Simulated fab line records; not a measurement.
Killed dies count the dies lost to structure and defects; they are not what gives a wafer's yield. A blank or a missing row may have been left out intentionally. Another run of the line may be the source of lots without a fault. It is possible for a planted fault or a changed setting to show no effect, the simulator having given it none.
3 desks, one fault :: flow n5Finfet :: every desk sees just its own numbers, and what lay behind them comes last

## THE DEFECT DESK
Lot by lot, what the route's inspections counted, given as the mean of those sampled wafers with a number. A lot is out of limits, marked OUT, if its mean lies more than 4 standard deviations from the usual mean; the brackets give that distance.
Columns: A = rawDefectCount at N5_SDB_INSPECT_13, usual 74
lot: L856
first seen here: day 3 18:10
A: 97

lot: L857
first seen here: day 3 23:58
A: 49

lot: L868
first seen here: day 6 23:46
A: 64

lot: L870
first seen here: day 7 06:14
A: 48

lot: L873
first seen here: day 8 01:34
A: 62

lot: L877
first seen here: day 8 23:25
A: 95
This desk's verdict: no lot among the 6 shows anything out of limits.

## AT THE TOOL OWNER'S DESK: rieDiel-01
The tool's own readings at N5_SDB_ETCH_25 (etches SiO2 in C4F6/O2, target depth 10 nm, time 3.3 s): means of the sampled wafers that have a number, for each lot that ran on this tool. A lot is out of limits, marked OUT, if its mean lies more than 4 standard deviations from the usual mean; the brackets give that distance.
Columns: A = biasW at N5_SDB_ETCH_25, usual 184.9 W; B = chamberPressureMTorr at N5_SDB_ETCH_25, usual 30.00 mTorr; C = drypumpMotorCurrentA at N5_SDB_ETCH_25, usual 5.6 A; D = oesProductAu at N5_SDB_ETCH_25, usual 0.77 a.u.; E = rfVppV at N5_SDB_ETCH_25, usual 663 V; F = showerheadPlenumPTorr at N5_SDB_ETCH_25, usual 2.89 Torr; G = throttleValvePct at N5_SDB_ETCH_25, usual 21.10 %
lot: L856
first seen here: day 3 18:46
A: 184.4
B: 30.03
C: 5.7
D: 0.88
E: 658
F: 2.95
G: 21.11

lot: L868
first seen here: day 7 00:22
A: 184.4
B: 29.99
C: 4.9
D: 0.71
E: 671
F: 2.83
G: 21.23

lot: L870
first seen here: day 7 07:28
A: 185.6
B: 29.98
C: 6.0
D: 0.80
E: 646
F: 2.95
G: 21.05
This desk's verdict: no lot among the 3 shows anything out of limits.

## FROM THE METROLOGY DESK
What the gauges read, lot by lot, whatever tool the lot ran on: means of the sampled wafers that have a number. A lot is out of limits, marked OUT, if its mean lies more than 4 standard deviations from the usual mean; the brackets give that distance. Only the readings that lie furthest out on some lot appear, 7 of the 12 it has.
Columns: A = cdNm at N5_SDB_CD_MEAS_11, usual 49.6 nm; B = SDB_OVL at N5_SDB_OVL_MEAS_12, usual 0.5 nm; C = DIBL_P at N5_BEOL_M4_RC_MEAS_101, usual 36.2 mV/V; D = ION_P at N5_BEOL_M4_RC_MEAS_101, usual 462 uA/um; E = SS_N at N5_BEOL_M4_RC_MEAS_101, usual 71.4 mV/dec; F = SS_P at N5_BEOL_M4_RC_MEAS_101, usual 73.2 mV/dec; G = VT_P at N5_BEOL_M4_RC_MEAS_101, usual -251 mV
lot: L856
first seen here: day 3 18:07
A: 49.0
B: 0.2
C: 35.9
D: 459
E: 71.8
F: 73.2
G: -252

lot: L857
first seen here: day 3 23:55
A: 51.1
B: 1.4
C: 38.1
D: 462
E: 71.7
F: 73.0
G: -251

lot: L868
first seen here: day 6 23:43
A: 49.8
B: -0.0
C: 36.5
D: 462
E: 70.9
F: 74.0
G: -254

lot: L870
first seen here: day 7 06:11
A: 49.6
B: 1.1
C: 36.9
D: 472
E: 71.5
F: 73.1
G: -248

lot: L873
first seen here: day 8 01:31
A: 49.7
B: 1.0
C: 36.1
D: 461
E: 71.4
F: 72.8
G: -250

lot: L877
first seen here: day 8 23:22
A: 50.8
B: 0.3
C: 35.4
D: 465
E: 71.1
F: 73.0
G: -249
This desk's verdict: no lot among the 6 shows anything out of limits.

## BROUGHT TOGETHER
The defect desk saw nothing out of limits.
Nothing out of limits was seen by the tool owner's desk.
From the metrology desk's view, nothing was out of limits.

## WHAT HAD BEEN PUT IN BY THE SIMULATOR
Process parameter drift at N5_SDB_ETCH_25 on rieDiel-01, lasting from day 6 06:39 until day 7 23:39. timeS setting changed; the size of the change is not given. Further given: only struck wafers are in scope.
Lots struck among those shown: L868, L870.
